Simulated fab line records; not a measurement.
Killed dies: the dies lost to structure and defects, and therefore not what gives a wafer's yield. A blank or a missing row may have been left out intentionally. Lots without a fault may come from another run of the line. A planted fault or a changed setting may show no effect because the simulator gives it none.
Split-lot study -- flow n5-finfet -- 7 lots, 21 wafers read, on a route of 1938 steps

== ON THE SPLIT ==
At N5_BEOL_M5_COAT_71 (time 60 s, resist thk 5 nm), the setting spin-rpm was moved away from the recipe's 1500 rpm on 7 of the 21 wafers read, by -4.2% to +11.1%. The other wafers ran this setting at the recipe's value.

== FROM THE SPLIT TO THE READING: what the file shows between them, 3 steps ==
- N5_BEOL_M5_COAT_05: resist thk 30 nm
- N5_BEOL_M5_EBR_07
- N5_BEOL_M5_DESCUM_16: chemistry O2, time 7 s

== THE READING ==
etch.depth-nm (the simulator's own value, which no gauge read), in nm, at N5_BEOL_M5_ETCH_72 (etches underlayer in N2/H2, target depth 6.5 nm, time 5.2 s). The file gives no usual value for it. Across the 14 wafers here that went through the recipe, the average is 4.992 nm and the standard deviation 0.011 nm.

wafer,"tool, chamber at the split","spin-rpm as run, rpm",against the recipe,"etch.depth-nm, nm",against lot-mates on the recipe
L081.2,"litho-track-01, 0",1500,recipe,5.002,-
L081.3,"litho-track-01, 0",1500,recipe,4.998,-
L081.6,"litho-track-01, 0",1500,recipe,4.993,-
L082.2,"litho-track-03, 0",1500,recipe,5.001,-
L082.3,"litho-track-03, 0",1500,recipe,5,-
L082.5,"litho-track-03, 0",1500,recipe,5.004,-
L088.1,"litho-track-03, 0",1550,+3.3%,4.914,-0.051
L088.4,"litho-track-03, 0",1500,recipe,4.965,-
L088.5,"litho-track-03, 0",1550,+3.3%,4.915,-0.050
L087.1,"litho-track-01, 0",1437,-4.2%,5.104,+0.115
L087.3,"litho-track-01, 0",1437,-4.2%,5.093,+0.104
L087.5,"litho-track-01, 0",1500,recipe,4.989,-
L089.3,"litho-track-03, 0",1667,+11.1%,4.75,-0.256
L089.5,"litho-track-03, 0",1667,+11.1%,4.75,-0.256
L089.4,"litho-track-03, 0",1500,recipe,5.006,-
L092.2,"litho-track-03, 0",1500,recipe,4.983,-
L092.5,"litho-track-03, 0",1583,+5.5%,4.869,-0.117
L092.6,"litho-track-03, 0",1500,recipe,4.988,-
L096.3,"litho-track-03, 0",1500,recipe,4.985,-
L096.4,"litho-track-03, 0",1500,recipe,4.997,-
L096.5,"litho-track-03, 0",1500,recipe,4.983,-

THE FIT
A straight line over all 21 wafers: etch.depth-nm changes by -0.0224 nm for each +1% of spin-rpm; r = -0.99; the points scatter about the line by 0.01 nm.
The same after taking each lot's own level away (the mean of its wafers on the recipe; 21 wafers): -0.0229 nm for each +1%; r = -0.99; scatter 0.0094 nm.
The reading moves by 0.26 nm for the largest change in spin-rpm, on that fit.
The lots' own levels span 4.9650 to 5.0060 nm, that is 3.8 times the standard deviation above.
Hence the lot-to-lot level has little effect on the slope; both slopes agree.
Check: -0.249 nm against its lot-mates is what the line predicts for one of the wafers moved furthest among these (+11.1%) when that wafer is left out of the fit. Against them it came out at -0.256 nm.

== OTHER SPLITS ON THESE WAFERS ==
Other splits were also applied to these wafers ahead of the reading. Each is held against what the fit with the lots' levels taken away leaves over:
other split on the same wafers,wafers away from the commonest value,r with etch.depth-nm (lot level and that fit taken away)
N5_BEOL_M4_COAT_05 spin-rpm,11,+0.08
N5_BEOL_M4_ETCH_64 bias-w,5,+0.08

== THE FILE'S OWN FIT ==
etch.depth-nm changes by -0.0225 nm for each +1% of spin-rpm, r = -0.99.
